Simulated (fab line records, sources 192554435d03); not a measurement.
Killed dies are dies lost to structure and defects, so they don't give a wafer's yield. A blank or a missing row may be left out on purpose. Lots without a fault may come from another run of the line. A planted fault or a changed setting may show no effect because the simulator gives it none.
Which tool did it? | flow n5_finfet | 12 lots, 36 wafers sampled, at 5 steps of a route of 1938

WHAT THE GAUGES READ, wafer by wafer
N5_BEOL_M6_CD_MEAS_28: target cd 40 nm.
lot  | measured     | on        | cd_nm (nm)
L075 | day 8 16:05  | cd_sem-01 | 39.88 40.21 39.86
L077 | day 9 03:42  | cd_sem-02 | 39.81 40.23 39.73
L078 | day 9 17:02  | cd_sem-03 | 40.36 40.35 40.43
L081 | day 10 13:11 | cd_sem-02 | 40.16 40.22 40.21
L083 | day 11 02:34 | cd_sem-01 | 39.94 40.06 40.12
L085 | day 11 09:22 | cd_sem-03 | 39.95 40.15 40.28
L087 | day 12 08:23 | cd_sem-02 | 40.22 40.30 39.93
L090 | day 12 22:10 | cd_sem-02 | 40.21 40.38 40.16
L091 | day 13 14:23 | cd_sem-03 | 40.05 39.83 40.33
L094 | day 13 16:49 | cd_sem-03 | 39.76 40.14 40.31
L093 | day 13 23:01 | cd_sem-02 | 40.08 40.04 40.58
L097 | day 15 09:26 | cd_sem-03 | 40.21 39.98 40.02

WHICH TOOL RAN EACH LOT (tool, then ch and the chambers of the sampled wafers, then the start)
lot  | N5_BEOL_M5_ANNEAL_82         | N5_BEOL_M5_ANNEAL_84         | N5_BEOL_M5_PRE_CLEAN_77          | N5_BEOL_M6_STRIP_67
L075 | pvd_sputter-03, day 8 07:32  | pvd_sputter-03, day 8 08:37  | cvd_co-02 ch 0,2, day 8 12:13    | rie_diel-02 ch 1,2,3, day 8 14:47
L077 | pvd_sputter-03, day 8 17:01  | pvd_sputter-03, day 8 18:06  | cvd_co-01 ch 0,2, day 8 21:02    | rie_diel-02 ch 0,1,2, day 9 00:43
L078 | pvd_sputter-02, day 9 10:10  | pvd_sputter-02, day 9 11:15  | cvd_co-02 ch 0,1,2, day 9 14:10  | rie_diel-04 ch 0,1,2, day 9 16:11
L081 | pvd_sputter-01, day 10 06:04 | pvd_sputter-01, day 10 07:08 | cvd_co-02 ch 0,2, day 10 10:04   | rie_diel-01 ch 1,2,3, day 10 12:04
L083 | pvd_sputter-02, day 10 17:26 | pvd_sputter-02, day 10 18:31 | cvd_co-01 ch 0, day 10 21:27     | rie_diel-04 ch 0,1, day 11 01:51
L085 | pvd_sputter-03, day 11 02:03 | pvd_sputter-03, day 11 03:08 | cvd_co-01 ch 0,2, day 11 06:15   | rie_diel-04 ch 1,2,3, day 11 08:32
L087 | pvd_sputter-03, day 12 00:32 | pvd_sputter-03, day 12 01:37 | cvd_co-01 ch 0,1, day 12 04:32   | rie_diel-01 ch 1,2, day 12 07:25
L090 | pvd_sputter-01, day 12 14:44 | pvd_sputter-01, day 12 15:49 | cvd_co-02 ch 0,1,2, day 12 18:47 | rie_diel-01 ch 0,2,3, day 12 21:22
L091 | pvd_sputter-02, day 13 01:47 | pvd_sputter-02, day 13 02:52 | cvd_co-01 ch 0,1, day 13 05:48   | rie_diel-02 ch 0,1,2, day 13 11:40
L094 | pvd_sputter-02, day 13 08:41 | pvd_sputter-02, day 13 09:47 | cvd_co-02 ch 0,2, day 13 12:47   | rie_diel-01 ch 0,2,3, day 13 16:17
L093 | pvd_sputter-01, day 13 14:01 | pvd_sputter-01, day 13 15:07 | cvd_co-02 ch 0,1, day 13 20:14   | rie_diel-01 ch 0,2,3, day 13 22:19
L097 | pvd_sputter-02, day 14 19:19 | pvd_sputter-02, day 14 20:24 | cvd_co-02 ch 2, day 14 23:20     | rie_diel-04 ch 2,3, day 15 04:58
- N5_BEOL_M5_ANNEAL_82: time 1800 s.
- N5_BEOL_M5_ANNEAL_84: time 1800 s.
- N5_BEOL_M5_PRE_CLEAN_77: time 15 s.
- N5_BEOL_M6_STRIP_67: strips in CF4.

THE ANSWER, worked out from the rows above alone
Rule: what is usual is taken from the lots themselves. Put in order of their means at a reading, lots are off if they are a third of the lots or fewer, leave a main group of 4 or more, and stand apart from it by a gap of 3 or more times the standard deviation of the main group's means; of several such gaps the widest counts. A main group whose means are all the same, to the digits that the tables above print for the reading, isn't used. A lot without any number at a reading at which 4 lots or more have one is off too. The other lots that the step has rows for count as sound.
No lot is off at any reading shown: from this, nothing can be told.

WHAT THE SIMULATOR HAD PUT IN
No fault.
